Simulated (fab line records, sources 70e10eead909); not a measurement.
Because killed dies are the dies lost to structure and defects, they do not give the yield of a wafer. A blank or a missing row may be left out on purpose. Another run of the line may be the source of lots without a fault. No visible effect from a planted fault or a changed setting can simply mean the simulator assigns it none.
Which tool is to blame? || flow nand_harc || 13 lots, 39 wafers sampled, at 1 step of a route of 1159

== WHAT THE GAUGES SHOWED, per wafer ==
NHARC_A_CHANNEL_HOLE_D1_CD_MEAS_30. Usual: cd_nm at 89.4 nm, with a standard deviation of 1.3.
{"lot": "L216", "measured": "day 8 18:11", "on": "cd_sem-02", "cd_nm (nm)": "89.5 88.8 87.6", "flag": ""}
{"lot": "L218", "measured": "day 9 00:50", "on": "cd_sem-02", "cd_nm (nm)": "89.3 90.4 88.6", "flag": ""}
{"lot": "L221", "measured": "day 9 08:14", "on": "cd_sem-02", "cd_nm (nm)": "89.6 88.1 91.2", "flag": ""}
{"lot": "L219", "measured": "day 9 09:04", "on": "cd_sem-03", "cd_nm (nm)": "89.9 88.4 87.1", "flag": ""}
{"lot": "L220", "measured": "day 9 14:13", "on": "cd_sem-02", "cd_nm (nm)": "88.7 88.8 87.7", "flag": ""}
{"lot": "L230", "measured": "day 11 15:37", "on": "cd_sem-02", "cd_nm (nm)": "89.1 88.4 88.0", "flag": ""}
{"lot": "L231", "measured": "day 12 08:34", "on": "cd_sem-03", "cd_nm (nm)": "92.1 89.7 91.2", "flag": ""}
{"lot": "L232", "measured": "day 12 14:49", "on": "cd_sem-02", "cd_nm (nm)": "89.7 90.1 86.7", "flag": ""}
{"lot": "L233", "measured": "day 12 14:53", "on": "cd_sem-01", "cd_nm (nm)": "86.9 90.1 86.0", "flag": ""}
{"lot": "L235", "measured": "day 13 04:46", "on": "cd_sem-01", "cd_nm (nm)": "86.7 88.3 89.7", "flag": ""}
{"lot": "L239", "measured": "day 14 03:48", "on": "cd_sem-02", "cd_nm (nm)": "89.0 89.3 90.1", "flag": ""}
{"lot": "L237", "measured": "day 14 09:40", "on": "cd_sem-02", "cd_nm (nm)": "90.1 92.5 90.3", "flag": ""}
{"lot": "L238", "measured": "day 14 15:34", "on": "cd_sem-01", "cd_nm (nm)": "88.6 89.3 88.9", "flag": ""}

== TOOL THAT RAN EACH LOT (tool first, then ch and the chambers of the sampled wafers, then the start) ==
There is no process step in the record ahead of these readings.

== WHAT THE TOOLS THEMSELVES READ (means of the sampled wafers that have a number; where no wafer has one, the mark that the record gives instead) ==
The record holds no such reading with a usual standard deviation.

== THE ANSWER, worked out from the rows above alone ==
Rule: take the mean of a lot's wafers that have a number; if it is more than 3 standard deviations from the usual mean, the lot is off. Also off: a lot with no number at a reading for which 4 or more lots have one. All remaining lots with rows at the step are treated as sound. Order of review: gauges by route order, followed by the tools' own readings, for which a lot's mean as printed above is used. At the first step where some lot is off, the reading lying furthest off is the one used; lots without a number count as furthest.
No lot is off on any of the readings shown, so nothing can be concluded from this.

== WHAT THE SIMULATOR PUT IN ==
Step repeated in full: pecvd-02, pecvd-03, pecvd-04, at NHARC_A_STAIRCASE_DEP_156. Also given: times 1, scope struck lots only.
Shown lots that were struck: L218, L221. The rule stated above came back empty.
